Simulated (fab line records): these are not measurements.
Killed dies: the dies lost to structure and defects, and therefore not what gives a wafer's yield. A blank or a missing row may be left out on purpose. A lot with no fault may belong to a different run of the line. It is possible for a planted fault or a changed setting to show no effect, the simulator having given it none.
Chamber matching | flow nandHarc | NHARC_THIN_TSV_CMP_01 on cmp-01: 4 sister chambers
The step polishes. 18 wafers are shown with their chamber, then 9 later ones without.

## WAFERS WITH THEIR CHAMBER
wafer  | chamber | motorCurrentA (A)
L731.1 | 1       | 12.6
L731.3 | 3       | 9.7
L731.5 | 1       | 12.0
L732.1 | 2       | 13.8
L732.4 | 0       | 13.6
L732.6 | 3       | 10.1
L735.2 | 0       | 13.9
L735.3 | 2       | 14.1
L735.6 | 0       | 13.2
L746.2 | 0       | 13.6
L746.5 | 0       | 13.3
L746.6 | 3       | 9.7
L744.1 | 1       | 12.4
L744.2 | 3       | 9.7
L744.6 | 1       | 12.0
L749.2 | 0       | 13.2
L749.4 | 3       | 10.2
L749.5 | 0       | 13.3

SIGNATURES, as means of the wafers listed above
reading       | chamber 0 | chamber 1 | chamber 2 | chamber 3 | scatter within a chamber
motorCurrentA | 13.443    | 12.250    | 13.950    | 9.880     | 0.265
Rule: a wafer lies at a distance from a chamber equal to the root of the sum of squares, over the readings, of (its reading less the chamber's mean, divided by the reading's scatter). The wafer belongs to the nearest chamber; if the next one is less than 2 further off, it can't be placed. The scatter is the square root of a quotient: the sum, over the shown wafers, of each reading's squared deviation from its chamber's mean, divided by wafers minus chambers.

## WAFERS WHOSE CHAMBER IS MISSING
wafer  | motorCurrentA (A)
L752.2 | 13.7
L752.3 | 12.0
L752.5 | 9.8
L751.1 | 13.6
L751.4 | 12.5
L751.5 | 13.6
L754.2 | 11.9
L754.3 | 13.4
L754.6 | 12.2

## THE CHAMBER EACH PASSED THROUGH
wafer  | from the rows above     | in truth
L752.2 | can't be placed: 2 or 0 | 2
L752.3 | 1                       | 1
L752.5 | 3                       | 3
L751.1 | can't be placed: 0 or 2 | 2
L751.4 | 1                       | 1
L751.5 | can't be placed: 0 or 2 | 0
L754.2 | 1                       | 1
L754.3 | can't be placed: 0 or 2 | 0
L754.6 | 1                       | 1
Placed correctly: 5 of 9. Cannot be placed on the basis of these rows: 4; the candidates contain the true chamber in 4. 0 placed wrongly.
